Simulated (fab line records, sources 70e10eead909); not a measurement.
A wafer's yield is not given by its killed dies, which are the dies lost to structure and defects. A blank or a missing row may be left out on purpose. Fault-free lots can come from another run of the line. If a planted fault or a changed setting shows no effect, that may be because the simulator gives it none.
Which of the tools did it? | flow nand-harc | 24 lots, 72 wafers sampled, at 3 steps of a route of 1159

WHAT EACH GAUGE READ, for each wafer
NHARC_P_CONTACT_INSPECT_27.
lot  | measured     | on                | raw-defect-count
L075 | day 8 05:57  | defect-inspect-01 | 191 528 173
L077 | day 8 06:30  | defect-inspect-01 | 261 394 300
L076 | day 8 07:01  | defect-inspect-01 | 195 244 266
L074 | day 8 10:12  | defect-inspect-01 | 197 192 162
L078 | day 8 10:53  | defect-inspect-01 | 314 187 420
L081 | day 8 19:53  | defect-inspect-01 | 256 250 169
L080 | day 8 21:10  | defect-inspect-02 | 260 303 324
L079 | day 8 21:17  | defect-inspect-01 | 102 255 222
L082 | day 9 02:07  | defect-inspect-02 | 185 194 205
L083 | day 9 03:49  | defect-inspect-02 | 165 150 211
L084 | day 9 06:17  | defect-inspect-02 | 321 243 420
L086 | day 9 07:35  | defect-inspect-01 | 350 478 454
L085 | day 9 08:07  | defect-inspect-02 | 215 193 169
L087 | day 9 09:04  | defect-inspect-02 | 203 160 154
L088 | day 9 17:22  | defect-inspect-01 | 274 252 266
L089 | day 9 20:39  | defect-inspect-01 | 268 222 466
L090 | day 9 21:10  | defect-inspect-02 | 379 270 357
L092 | day 10 00:31 | defect-inspect-02 | 385 267 258
L091 | day 10 01:06 | defect-inspect-02 | 354 398 396
L093 | day 10 09:55 | defect-inspect-02 | 338 270 204
L094 | day 10 15:01 | defect-inspect-02 | 313 408 413
L095 | day 10 15:25 | defect-inspect-02 | 288 306 341
L097 | day 11 06:12 | defect-inspect-01 | 273 221 256
L096 | day 11 06:45 | defect-inspect-02 | 191 199 231

NHARC_P_M1_OVL_MEAS_10: pitch 260 nm.
lot  | measured     | on         | overlay-x-nm (nm) | overlay-y-nm (nm)
L075 | day 8 11:13  | overlay-01 | 2.2 2.7 2.5       | -0.3 -0.1 -1.0
L077 | day 8 11:47  | overlay-02 | 0.5 0.9 0.0       | 0.1 0.3 -0.2
L076 | day 8 12:44  | overlay-02 | 1.2 2.0 1.8       | 0.5 0.6 -0.2
L074 | day 8 15:20  | overlay-02 | 0.5 1.0 1.1       | 1.3 1.3 1.7
L078 | day 8 16:05  | overlay-02 | 0.6 0.7 0.4       | 1.7 0.7 1.6
L081 | day 9 00:55  | overlay-02 | -0.9 -1.0 -0.9    | 0.3 0.2 0.7
L080 | day 9 02:55  | overlay-02 | 1.9 1.6 1.5       | -0.9 -1.5 -1.7
L079 | day 9 03:16  | overlay-02 | 0.8 1.2 0.9       | 0.6 0.3 0.9
L082 | day 9 07:31  | overlay-01 | 0.1 0.1 -0.1      | 0.7 1.4 0.8
L083 | day 9 08:52  | overlay-02 | 1.0 1.5 0.9       | 1.7 2.4 2.2
L084 | day 9 11:32  | overlay-02 | -3.2 -3.2 -2.7    | -0.4 -0.6 -0.2
L086 | day 9 13:38  | overlay-01 | -2.1 -1.9 -2.0    | 0.8 0.4 0.6
L085 | day 9 14:54  | overlay-02 | 1.3 0.8 1.1       | 0.2 0.1 0.4
L087 | day 9 15:11  | overlay-02 | 0.3 0.1 0.1       | -0.7 -1.4 -1.3
L088 | day 9 22:19  | overlay-02 | 0.1 0.6 -0.3      | -0.1 0.6 0.1
L089 | day 10 02:02 | overlay-02 | -0.8 -0.3 -0.2    | -0.4 -0.1 -0.9
L090 | day 10 02:20 | overlay-02 | -0.7 -1.4 -1.3    | 1.9 1.7 1.7
L092 | day 10 05:28 | overlay-01 | 1.3 1.7 0.8       | 0.3 -0.4 0.1
L091 | day 10 06:10 | overlay-01 | 0.7 0.4 0.2       | 0.2 -0.3 -1.1
L093 | day 10 14:59 | overlay-02 | -0.5 -0.7 -0.9    | 0.8 1.3 1.0
L094 | day 10 20:05 | overlay-02 | -1.1 -1.1 -0.8    | -1.7 -1.5 -1.6
L095 | day 10 20:43 | overlay-01 | 1.9 1.7 2.1       | -0.2 0.1 -0.4
L097 | day 11 11:10 | overlay-01 | -0.1 0.5 -0.3     | 0.1 0.5 0.9
L096 | day 11 11:48 | overlay-01 | 0.0 -0.5 -1.1     | -0.5 0.1 0.1

TOOL THAT RAN EACH LOT (tool first, then ch and the chambers of the sampled wafers, then the start)
lot  | NHARC_P_M0_PVD_21
L075 | pvd-sputter-03, day 8 11:13 or earlier
L077 | pvd-sputter-01, day 8 11:47 or earlier
L076 | pvd-sputter-01, day 8 12:44 or earlier
L074 | pvd-sputter-02, day 8 15:20 or earlier
L078 | pvd-sputter-01, day 8 16:05 or earlier
L081 | pvd-sputter-03, day 9 00:55 or earlier
L080 | pvd-sputter-01, day 9 02:55 or earlier
L079 | pvd-sputter-02, day 9 03:16 or earlier
L082 | pvd-sputter-02, day 9 07:31 or earlier
L083 | pvd-sputter-02, day 9 08:52 or earlier
L084 | pvd-sputter-01, day 9 11:32 or earlier
L086 | pvd-sputter-03, day 9 13:38 or earlier
L085 | pvd-sputter-01, day 9 14:54 or earlier
L087 | pvd-sputter-03, day 9 15:11 or earlier
L088 | pvd-sputter-01, day 9 22:19 or earlier
L089 | pvd-sputter-01, day 10 02:02 or earlier
L090 | pvd-sputter-01, day 10 02:20 or earlier
L092 | pvd-sputter-03, day 10 05:28 or earlier
L091 | pvd-sputter-01, day 10 06:10 or earlier
L093 | pvd-sputter-03, day 10 14:59 or earlier
L094 | pvd-sputter-02, day 10 20:05 or earlier
L095 | pvd-sputter-01, day 10 20:43 or earlier
L097 | pvd-sputter-01, day 11 11:10 or earlier
L096 | pvd-sputter-02, day 11 11:48 or earlier
- NHARC_P_M0_PVD_21: deposits Cu, target thk 30 nm, time 20.49 s.

AS READ BY THE TOOLS THEMSELVES (means over the sampled wafers that have a number; for cases with no such wafer, the mark the record gives instead)
NHARC_P_M0_PVD_21.
lot  | tool           | throttle-valve-pct (%)
L075 | pvd-sputter-03 | 29.2
L077 | pvd-sputter-01 | 30.7
L076 | pvd-sputter-01 | 30.9
L074 | pvd-sputter-02 | 29.8
L078 | pvd-sputter-01 | 30.5
L081 | pvd-sputter-03 | 29.3
L080 | pvd-sputter-01 | 30.6
L079 | pvd-sputter-02 | 29.8
L082 | pvd-sputter-02 | 29.8
L083 | pvd-sputter-02 | 29.7
L084 | pvd-sputter-01 | 30.9
L086 | pvd-sputter-03 | 30.1
L085 | pvd-sputter-01 | 30.7
L087 | pvd-sputter-03 | 27.9
L088 | pvd-sputter-01 | 30.6
L089 | pvd-sputter-01 | 30.7
L090 | pvd-sputter-01 | 30.7
L092 | pvd-sputter-03 | 30.5
L091 | pvd-sputter-01 | 30.8
L093 | pvd-sputter-03 | 30.2
L094 | pvd-sputter-02 | 29.8
L095 | pvd-sputter-01 | 30.7
L097 | pvd-sputter-01 | 30.8
L096 | pvd-sputter-02 | 29.5

THE ANSWER, worked out from the rows above alone
Rule: the lots themselves supply what counts as usual. Put in order of their means at a reading, lots are off if they are a third of the lots or fewer, leave a main group of 4 or more, and stand apart from it by a gap of 3 or more times the standard deviation of the main group's means; of several such gaps the widest counts. Not used: any main group whose means are identical at the precision the tables above print for the reading. Also off: a lot with no number at a reading for which 4 or more lots have one. Where the step has rows for the other lots, those lots are counted as sound. Order of review: gauges by route order, followed by the tools' own readings, for which a lot's mean as printed above is used. At the first step where some lot is off, the reading lying furthest off is the one used; lots without a number count as furthest.
Across all readings shown, no lot is off: no conclusion can be drawn from this.

WHAT THE SIMULATOR HAD PUT IN
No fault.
